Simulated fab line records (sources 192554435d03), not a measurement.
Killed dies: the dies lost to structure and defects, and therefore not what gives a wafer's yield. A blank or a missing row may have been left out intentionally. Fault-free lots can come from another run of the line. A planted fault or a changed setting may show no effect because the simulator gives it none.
fab line records	flow n5Finfet
[record] lots = 7	wafers = 21
route steps=1938 shown BEOL_M4@1059 BEOL_M5@1123 BEOL_M6@1212
startH: hours from the record's first day to the start of the lot's first wafer shown	waitH: hours elapsed since this lot's preceding step	" unchanged from the row above	L1.1+2: one row covering several wafers at once	- either no value or no given start	* or withheld: withheld	< > ~ a bound
route shown NAME@n: a module of which the file shows steps, and the number in the route of the first	usual: average and standard deviation across the fault-free wafers	same: alike in all rows	chamber/n: place in a boat	sites: readings site by site	_std_site: standard deviation of those values	_edge_site: mean of outer sites minus mean of inner sites	radiusMm: for every site, how far away it sits from the centre of the wafer	mask NAME#n: copy n	behind: the most recent tool/chamber to have shaped the wafer	hold: what put the lot on hold/how long, in hours/how the hold closed	device: the transistor (n, p or np) that didn't switch	end of line: the route-end tests of the same wafers	a step without rows: its recipe alone	killed: the dies lost at the first sort to structure and to defects; this is not the yield of the wafer	map: shows each die of a wafer: x if killed, . if not, _ if none is there
set.NAME: the run value of the setting; set.NAME@STEP: its run value at that earlier step	model.NAME: the simulator's own value behind a step, which no gauge read
lots run with intentionally changed settings; tables by step, rows by wafer
[[steps]]
[step N5_BEOL_M4_DESCUM_33]
[recipe] chemistry = O2	timeS = 7	sourcePowerW = 50	biasPowerW = 20	pressureMtorr = 20	rfFrequencyHz = 2.712e+07	tempC = 40	resist = CAR-EUV	o2FlowSccm = 225
lot.wafer	tool	chamber	startH	waitH	set.timeS	model.CAR-EUV_of_BEOL_M4_COAT_22.thkNm
L080.4	rieDiel-05	1	198.81	0.1	6.577	26.2
L080.5	"	3	"	"	7	26
L080.6	"	0	"	"	7	25.8
L084.2+4	rieDiel-01	3,0	214.10	0.0	5.715	26.8
L084.5	"	3	"	"	7	26.2
L086.1	rieDiel-01	2	238.64	0.0	5.493	26.8
L086.2+3	"	3,1	"	"	7	26
L092.2+4+5	rieDiel-05	0,1,2	269.74	0.1	7	26
L093.3+4	rieDiel-05	2,3	275.14	0.0	8.071	25.4
L093.6	"	2	"	"	7	26
L094.1	rieDiel-01	0	296.80	0.1	7	26.2
L094.5	"	2	"	"	8.527	25.4
L094.6	"	3	"	"	7	26
L097.2	rieDiel-01	3	314.33	0.0	8.415	25.2
L097.4	"	0	"	"	8.415	25.6
L097.6	"	2	"	"	7	26.2
[step N5_BEOL_M4_ETCH_77]
[recipe] chemistry = N2/H2	target = underlayer	targetDepthA = 65	maskMaterial = CAR-EUV	timeS = 5.2	ionEnergyEv = 200	pressureMtorr = 30	sourceW = 840	biasW = 150	n2FlowSccm = 200	h2FlowSccm = 200	ends = cleared
lot.wafer	tool	chamber	startH	waitH	set.timeS@BEOL_M4_DESCUM_33	model.CAR-EUV_of_BEOL_M4_COAT_22.thkNm
L080.4	rieDiel-05	1	198.85	0.0	6.577	20.4
L080.5+6	"	3,0	"	"	7	20.2
L084.2+4	rieDiel-01	3,0	214.14	0.0	5.715	21.2
L084.5	"	3	"	"	7	20.4
L086.1	rieDiel-01	2	238.68	0.0	5.493	21.2
L086.2+3	"	3,1	"	"	7	20.4
L092.2	rieDiel-05	0	269.78	0.0	7	20.2
L092.4+5	"	1,2	"	"	7	20.4
L093.3	rieDiel-05	2	275.17	0.0	8.071	19.6
L093.4	"	3	"	"	8.071	19.8
L093.6	"	2	"	"	7	20.4
L094.1	rieDiel-01	0	296.83	0.0	7	20.4
L094.5	"	2	"	"	8.527	19.6
L094.6	"	3	"	"	7	20.2
L097.2	rieDiel-01	3	314.37	0.0	8.415	19.4
L097.4	"	0	"	"	8.415	19.8
L097.6	"	2	"	"	7	20.4
[step N5_BEOL_M4_ETCH_69]
[recipe] chemistry = CF4	target = SiARC	targetDepthA = 156	maskMaterial = CAR-EUV	timeS = 26	ionEnergyEv = 80	pressureMtorr = 40	sourceW = 545	biasW = 36	Ar_flow_sccm = 100	cf4FlowSccm = 100	ends = cleared
lot.wafer	tool	chamber	startH	waitH	set.timeS@BEOL_M4_DESCUM_33	model.CAR-EUV_of_BEOL_M4_COAT_22.thkNm
L080.4	rieDiel-05	1	198.86	0.0	6.577	11.2
L080.5+6	"	3,0	"	"	7	11
L084.2	rieDiel-01	3	214.16	0.0	5.715	11.8
L084.4	"	0	"	"	5.715	12
L084.5	"	3	"	"	7	11.2
L086.1	rieDiel-01	2	238.69	0.0	5.493	12
L086.2+3	"	3,1	"	"	7	11.2
L092.2	rieDiel-05	0	269.79	0.0	7	11
L092.4+5	"	1,2	"	"	7	11.2
L093.3+4	rieDiel-05	2,3	275.19	0.0	8.071	10.6
L093.6	"	2	"	"	7	11.2
L094.1	rieDiel-01	0	296.85	0.0	7	11.2
L094.5	"	2	"	"	8.527	10.4
L094.6	"	3	"	"	7	11
L097.2	rieDiel-01	3	314.38	0.0	8.415	10.2
L097.4	"	0	"	"	8.415	10.6
L097.6	"	2	"	"	7	11.2
[step N5_BEOL_M4_ALD_98]
[recipe] material = SiO2	targetThkA = 25	tempC = 100	aldPrecursorFamily = BDEAS	aldCoReactant = O2-plasma	pulseTimeS = 1	coReactantPulseTimeS = 1	purgeTimeS = 2	coReactantPurgeTimeS = 2	aldCycles = 17	pressureTorr = 2
[step N5_BEOL_M4_ETCHBACK_99]
[recipe] chemistry = CHF3	target = SiO2	targetDepthA = 50	timeS = 10.4	sourceW = 215	biasW = 47	Ar_flow_sccm = 200	CHF3_flow_sccm = 12	ionEnergyEv = 100	pressureMtorr = 30
lot.wafer	tool	chamber	startH	waitH	set.timeS@BEOL_M4_DESCUM_33	model.CAR-EUV_of_BEOL_M4_COAT_22.thkNm
L080.4	rieDiel-01	1	200.59	1.6	6.577	10.6
L080.5+6	"	2,1	"	"	7	10.2
L084.2+4	rieDiel-03	0,3	215.67	1.4	5.715	11.2
L084.5	"	1	"	"	7	10.4
L086.1	rieDiel-03	0	239.19	0.3	5.493	11.2
L086.2+3	"	2,1	"	"	7	10.4
L092.2+4+5	rieDiel-05	0,1,2	290.52	20.3	7	10.4
L093.3+4	rieDiel-01	1,3	307.35	32.0	8.071	9.8
L093.6	"	3	"	"	7	10.6
L094.1+6	rieDiel-03	3,1	311.67	14.7	7	10.4
L094.5	"	3	"	"	8.527	9.8
L097.2	rieDiel-05	3	329.39	14.9	8.415	9.6
L097.4	"	3	"	"	8.415	9.8
L097.6	"	2	"	"	7	10.6
[step N5_BEOL_M5_EXPOSE_08]
[recipe] maskId = M5	na = 0.33	sourceShape = annular	sigmaInner = 0.4	sigmaOuter = 0.8	polarization = unpolarized	targetCdNm = 28	doseMj = 35.75
lot.wafer	tool	chamber	startH	waitH	mask	set.doseMj
L080.4+5+6	euvScanner-02	0	207.30	-	M5#0	35.75
L084.2	euvScanner-01	0	225.15	-	M5#0	33.35
L084.4+5	"	0	"	"	M5#0	35.75
L086.1+2+3	euvScanner-01	0	245.37	-	M5#0	35.75
L092.2+4+5	euvScanner-02	0	296.98	-	M5#0	35.75
L093.3+4	euvScanner-02	0	315.31	-	M5#0	37.98
L093.6	"	0	"	"	M5#0	35.75
L094.1+5	euvScanner-01	0	319.11	-	M5#0	33.25
L094.6	"	0	"	"	M5#0	35.75
L097.2	euvScanner-02	0	336.31	-	M5#0	35.75
L097.4+6	"	0	"	"	M5#0	34.51
[step N5_BEOL_M5_PEB_09]
[recipe] pebTempC = 100	pebTimeS = 60	resist = CAR-EUV
[step N5_BEOL_M5_DEVELOP_10]
[recipe] developTimeS = 30	developer = TMAH	resist = CAR-EUV	rinseLiquid = surfactantRinse	dry = airSpin	devTempC = 23
[step N5_BEOL_M5_CD_MEAS_11]
[recipe] targetCdNm = 27.74	landingEnergyEv = 500	detector = seInlens
[usual] cdNm = 27.95/0.26
lot.wafer	tool	chamber	startH	waitH	set.doseMj@BEOL_M5_EXPOSE_08	cdNm
L080.4	cdSem-03	0	207.41	-	35.75	28.05
L080.5	"	0	"	"	35.75	28.26
L080.6	"	0	"	"	35.75	28.20
L084.2	cdSem-02	0	225.27	-	33.35	26.65
L084.4	"	0	"	"	35.75	27.58
L084.5	"	0	"	"	35.75	28.03
L086.1	cdSem-03	0	245.49	-	35.75	28.32
L086.2	"	0	"	"	35.75	28.07
L086.3	"	0	"	"	35.75	28.54
L092.2	cdSem-01	0	297.10	-	35.75	27.36
L092.4	"	0	"	"	35.75	27.87
L092.5	"	0	"	"	35.75	27.29
L093.3	cdSem-03	0	315.43	-	37.98	29.66
L093.4	"	0	"	"	37.98	29.41
L093.6	"	0	"	"	35.75	28.14
L094.1	cdSem-02	0	319.24	-	33.25	26.34
L094.5	"	0	"	"	33.25	25.95
L094.6	"	0	"	"	35.75	28.07
L097.2	cdSem-02	0	336.44	-	35.75	28.13
L097.4	"	0	"	"	34.51	27.39
L097.6	"	0	"	"	34.51	26.41
[step N5_BEOL_M5_DESCUM_16]
[recipe] chemistry = O2	timeS = 7	sourcePowerW = 50	biasPowerW = 20	pressureMtorr = 20	rfFrequencyHz = 2.712e+07	tempC = 40	resist = CAR-EUV	o2FlowSccm = 225
lot.wafer	tool	chamber	startH	waitH	set.doseMj@BEOL_M5_EXPOSE_08	model.BEOL_M5.cdNm
L080.4+5+6	rieDiel-04	0,0,3	207.55	0.1	35.75	27.8
L084.2	rieDiel-06	3	225.39	0.0	33.35	26.4
L084.4	"	0	"	"	35.75	27.8
L084.5	"	3	"	"	35.75	28
L086.1+2	rieDiel-04	0,1	245.80	0.2	35.75	28
L086.3	"	3	"	"	35.75	28.2
L092.2	rieDiel-02	1	297.22	0.0	35.75	27.6
L092.4+5	"	3,0	"	"	35.75	27.8
L093.3	rieDiel-02	3	315.55	0.0	37.98	29.6
L093.4	"	2	"	"	37.98	29.2
L093.6	"	2	"	"	35.75	27.8
L094.1	rieDiel-06	2	319.36	0.0	33.25	26.4
L094.5	"	0	"	"	33.25	26
L094.6	"	1	"	"	35.75	28
L097.2	rieDiel-02	0	336.56	0.0	35.75	28.2
L097.4	"	2	"	"	34.51	27.2
L097.6	"	0	"	"	34.51	27
[step N5_BEOL_M5_ETCH_72]
[recipe] chemistry = N2/H2	target = underlayer	targetDepthA = 65	maskMaterial = CAR-EUV	timeS = 5.2	ionEnergyEv = 200	pressureMtorr = 30	sourceW = 840	biasW = 150	n2FlowSccm = 200	h2FlowSccm = 200	ends = cleared
[usual] rfVppV = 524.3/1.8
lot.wafer	tool	chamber	startH	waitH	set.biasW	rfVppV
L080.4	rieDiel-04	0	207.59	0.0	170.6	568.6
L080.5	"	0	"	"	170.6	568.7
L080.6	"	3	"	"	150	525.7
L084.2	rieDiel-06	3	225.43	0.0	150	521.9
L084.4	"	0	"	"	141.1	504.6
L084.5	"	3	"	"	141.1	500.2
L086.1	rieDiel-04	0	245.84	0.0	150	525.9
L086.2	"	1	"	"	150	528.0
L086.3	"	3	"	"	150	523.7
L092.2	rieDiel-02	1	297.26	0.0	150	522.9
L092.4	"	3	"	"	150	526.4
L092.5	"	0	"	"	150	523.7
L093.3	rieDiel-02	3	315.59	0.0	175.7	582.4
L093.4	"	2	"	"	150	525.7
L093.6	"	2	"	"	150	526.7
L094.1	rieDiel-06	2	319.40	0.0	167.1	557.7
L094.5	"	0	"	"	150	521.8
L094.6	"	1	"	"	150	524.6
L097.2	rieDiel-02	0	336.59	0.0	150	523.5
L097.4	"	2	"	"	150	523.7
L097.6	"	0	"	"	128.7	473.8
[step N5_BEOL_M5_ETCH_61]
[recipe] chemistry = CF4	target = SiARC	targetDepthA = 156	maskMaterial = CAR-EUV	timeS = 26	ionEnergyEv = 80	pressureMtorr = 40	sourceW = 545	biasW = 36	Ar_flow_sccm = 100	cf4FlowSccm = 100	ends = cleared
[step N5_BEOL_M5_ETCH_62]
[recipe] chemistry = N2/H2	target = SOC	targetDepthA = 750	overetchA = 150	maskMaterial = SiARC	tempC = 40	timeS = 112.5	ionEnergyEv = 200	pressureMtorr = 30	sourceW = 840	biasW = 150	n2FlowSccm = 200	h2FlowSccm = 200
lot.wafer	tool	chamber	startH	waitH	set.doseMj@BEOL_M5_EXPOSE_08	model.BEOL_M5.cdNm
L080.4+5+6	rieDiel-04	0,0,3	207.63	0.0	35.75	27.8
L084.2	rieDiel-06	3	225.47	0.0	33.35	26.6
L084.4	"	0	"	"	35.75	27.8
L084.5	"	3	"	"	35.75	28.2
L086.1+2+3	rieDiel-04	0,1,3	245.88	0.0	35.75	28
L092.2+4	rieDiel-02	1,3	297.30	0.0	35.75	27.8
L092.5	"	0	"	"	35.75	28
L093.3+4	rieDiel-02	3,2	315.63	0.0	37.98	29.4
L093.6	"	2	"	"	35.75	28
L094.1	rieDiel-06	2	319.44	0.0	33.25	26.4
L094.5	"	0	"	"	33.25	26
L094.6	"	1	"	"	35.75	28
L097.2	rieDiel-02	0	336.64	0.0	35.75	28
L097.4	"	2	"	"	34.51	27.2
L097.6	"	0	"	"	34.51	26.8
[step N5_BEOL_M5_STRIP_63]
[recipe] chemistry = N2/H2	tempC = 40	n2FlowSccm = 200	h2FlowSccm = 200	rfFrequencyHz = 6e+07
[step N5_BEOL_M5_STRIP_73]
[recipe] chemistry = N2/H2	tempC = 40	n2FlowSccm = 200	h2FlowSccm = 200	rfFrequencyHz = 6e+07
[step N5_BEOL_M5_HM_OPEN_17]
[recipe] chemistry = Cl2/BCl3	targetDepthA = 200	overetchA = 60	target = TiN	maskMaterial = SOC	ionEnergyEv = 150	pressureMtorr = 10	icpW = 1000	biasW = 126	Cl2_flow_sccm = 53.25	bcl3FlowSccm = 21.75	Ar_flow_sccm = 25
[step N5_BEOL_M5_STRIP_19]
[recipe] chemistry = O2	powerW = 400	tempC = 40	pressureMtorr = 30	rfFrequencyHz = 6e+07	biasPowerW = 0	overashFraction = 0.2	o2FlowSccm = 225
[step N5_BEOL_M5_CD_MEAS_18]
[recipe] pitchNm = 56	targetCdNm = 28
[usual] cdNm = 28.1/0.31
lot.wafer	tool	chamber	startH	waitH	set.doseMj@BEOL_M5_EXPOSE_08	cdNm
L080.4	cdSem-03	-	207.99	0.1	35.75	27.9
L080.5	"	-	"	"	35.75	28.2
L080.6	"	-	"	"	35.75	28.0
L084.2	cdSem-02	-	225.82	0.1	33.35	26.5
L084.4	"	-	"	"	35.75	28.3
L084.5	"	-	"	"	35.75	28.2
L086.1	cdSem-03	-	246.23	0.0	35.75	28.0
L086.2	"	-	"	"	35.75	28.0
L086.3	"	-	"	"	35.75	27.8
L092.2	cdSem-03	-	297.65	0.1	35.75	28.2
L092.4	"	-	"	"	35.75	27.9
L092.5	"	-	"	"	35.75	28.2
L093.3	cdSem-03	-	315.99	0.1	37.98	29.7
L093.4	"	-	"	"	37.98	29.2
L093.6	"	-	"	"	35.75	28.4
L094.1	cdSem-03	-	319.79	0.0	33.25	26.7
L094.5	"	-	"	"	33.25	26.4
L094.6	"	-	"	"	35.75	28.0
L097.2	cdSem-01	-	336.99	0.1	35.75	27.9
L097.4	"	-	"	"	34.51	27.6
L097.6	"	-	"	"	34.51	26.9
[step N5_BEOL_M5_COAT_65]
[recipe] resist = SOC	tempC = 250	timeS = 60	spinRpm = 1500	resistThkNm = 60
[step N5_BEOL_M5_COAT_66]
[recipe] resist = SiARC	tempC = 220	timeS = 60	spinRpm = 1500	resistThkNm = 12
[step N5_BEOL_M5_PRECLEAN_42]
[recipe] chemistry = residueRemover	timeS = 60	tempC = 40
[step N5_BEOL_M5_SRD_43]
[recipe] timeS = 30	tempC = 23	rinseLiquid = diw	dry = ipaMarangoni
[step N5_BEOL_M5_CD_MEAS_35]
[recipe] targetCdNm = 28	targetCdYNm = 24	polarity = opening
[usual] cdNm = 28.1/0.38
lot.wafer	tool	chamber	startH	waitH	set.doseMj@BEOL_M5_EXPOSE_08	cdNm
L080.4	cdSem-03	-	209.30	0.0	35.75	28.2
L080.5	"	-	"	"	35.75	27.5
L080.6	"	-	"	"	35.75	27.9
L084.2	cdSem-02	-	226.95	0.0	33.35	27.1
L084.4	"	-	"	"	35.75	28.4
L084.5	"	-	"	"	35.75	28.1
L086.1	cdSem-01	-	250.72	0.0	35.75	28.2
L086.2	"	-	"	"	35.75	28.0
L086.3	"	-	"	"	35.75	27.8
L092.2	cdSem-02	-	300.02	0.0	35.75	27.5
L092.4	"	-	"	"	35.75	28.1
L092.5	"	-	"	"	35.75	28.2
L093.3	cdSem-01	-	318.06	0.0	37.98	29.5
L093.4	"	-	"	"	37.98	29.8
L093.6	"	-	"	"	35.75	28.2
L094.1	cdSem-03	-	324.86	0.0	33.25	26.3
L094.5	"	-	"	"	33.25	26.0
L094.6	"	-	"	"	35.75	27.9
L097.2	cdSem-02	-	339.34	0.0	35.75	28.4
L097.4	"	-	"	"	34.51	27.4
L097.6	"	-	"	"	34.51	26.7
[step N5_BEOL_M6_ETCH_62]
[recipe] chemistry = N2/H2	target = SOC	targetDepthA = 1100	overetchA = 220	maskMaterial = SiARC	tempC = 40	timeS = 165	ionEnergyEv = 200	pressureMtorr = 30	sourceW = 840	biasW = 150	n2FlowSccm = 200	h2FlowSccm = 200
lot.wafer	tool	chamber	startH	waitH	set.timeS
L080.4+5+6	rieDiel-05	2,0,3	217.70	0.0	165
L084.2	rieDiel-05	2	236.18	0.0	165
L084.4+5	"	1,3	"	"	174.6
L086.1+2+3	rieDiel-05	0,2,3	260.01	0.0	165
L092.2+4+5	rieDiel-01	0,3,2	310.82	0.0	165
L093.3+4+6	rieDiel-01	0,1,2	333.66	0.0	165
L094.1+5+6	rieDiel-03	3,3,2	334.12	0.0	165
L097.2+4	rieDiel-03	0,3	349.71	0.0	165
L097.6	"	3	"	"	198.6
[step N5_BEOL_M6_STRIP_68]
[recipe] chemistry = N2/H2	tempC = 40	n2FlowSccm = 200	h2FlowSccm = 200	rfFrequencyHz = 6e+07
[step N5_BEOL_M6_STRIP_67]
[recipe] chemistry = CF4	resist = SiARC	powerW = 300	biasPowerW = 75	pressureMtorr = 50	cf4FlowSccm = 150	rfFrequencyHz = 6e+07
[step N5_BEOL_M6_HM_OPEN_17]
[recipe] chemistry = Cl2/BCl3	targetDepthA = 200	overetchA = 60	target = TiN	maskMaterial = SOC	ionEnergyEv = 150	pressureMtorr = 10	icpW = 1000	biasW = 126	Cl2_flow_sccm = 53.25	bcl3FlowSccm = 21.75	Ar_flow_sccm = 25
lot.wafer	tool	chamber	startH	waitH	set.timeS@BEOL_M6_ETCH_62	model.etch.depthNm
L080.4	rieMetal-01	1	217.91	0.1	165	20.14
L080.5	"	1	"	"	165	19.73
L080.6	"	0	"	"	165	19.94
L084.2	rieMetal-02	1	236.37	0.0	165	20.13
L084.4	"	0	"	"	174.6	19.24
L084.5	"	0	"	"	174.6	19.42
L086.1	rieMetal-02	1	260.20	0.0	165	20.1
L086.2	"	0	"	"	165	19.94
L086.3	"	1	"	"	165	20
L092.2	rieMetal-03	0	311.00	0.0	165	20.31
L092.4	"	1	"	"	165	20.5
L092.5	"	1	"	"	165	20.56
L093.3	rieMetal-01	1	333.88	0.1	165	20.33
L093.4	"	0	"	"	165	20.34
L093.6	"	0	"	"	165	20.23
L094.1	rieMetal-03	0	334.31	0.0	165	19.98
L094.5	"	1	"	"	165	19.86
L094.6	"	0	"	"	165	19.85
L097.2	rieMetal-03	1	349.89	0.0	165	19.77
L097.4	"	1	"	"	165	19.67
L097.6	"	0	"	"	198.6	16.52
[[key]]
[split] step = N5_BEOL_M4_DESCUM_33	setting = timeS	stated = 7	by = wafer
[response] step = N5_BEOL_M4_DESCUM_33	reading = model.CAR-EUV_of_BEOL_M4_COAT_22.thkNm	change = -0.0361	per = 1%	r = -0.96
[response] step = N5_BEOL_M4_ETCH_77	reading = model.CAR-EUV_of_BEOL_M4_COAT_22.thkNm	change = -0.0385	per = 1%	r = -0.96
[response] step = N5_BEOL_M4_ETCH_69	reading = model.CAR-EUV_of_BEOL_M4_COAT_22.thkNm	change = -0.0368	per = 1%	r = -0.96
[response] step = N5_BEOL_M4_ETCHBACK_99	reading = model.CAR-EUV_of_BEOL_M4_COAT_22.thkNm	change = -0.0398	per = 1%	r = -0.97
[split] step = N5_BEOL_M5_EXPOSE_08	setting = doseMj	stated = 35.75	by = wafer
[response] step = N5_BEOL_M5_CD_MEAS_11	reading = cdNm	change = +0.236	per = 1%	r = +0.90
[response] step = N5_BEOL_M5_DESCUM_16	reading = model.BEOL_M5.cdNm	change = +0.252	per = 1%	r = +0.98
[response] step = N5_BEOL_M5_ETCH_62	reading = model.BEOL_M5.cdNm	change = +0.236	per = 1%	r = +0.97
[response] step = N5_BEOL_M5_CD_MEAS_18	reading = cdNm	change = +0.21	per = 1%	r = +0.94
[response] step = N5_BEOL_M5_CD_MEAS_35	reading = cdNm	change = +0.232	per = 1%	r = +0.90
[split] step = N5_BEOL_M5_ETCH_72	setting = biasW	stated = 150	by = wafer
[response] step = N5_BEOL_M5_ETCH_72	reading = rfVppV	change = +3.26	per = 1%	r = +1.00
[split] step = N5_BEOL_M6_ETCH_62	setting = timeS	stated = 165	by = wafer
[response] step = N5_BEOL_M6_HM_OPEN_17	reading = model.etch.depthNm	change = -0.155	per = 1%	r = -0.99
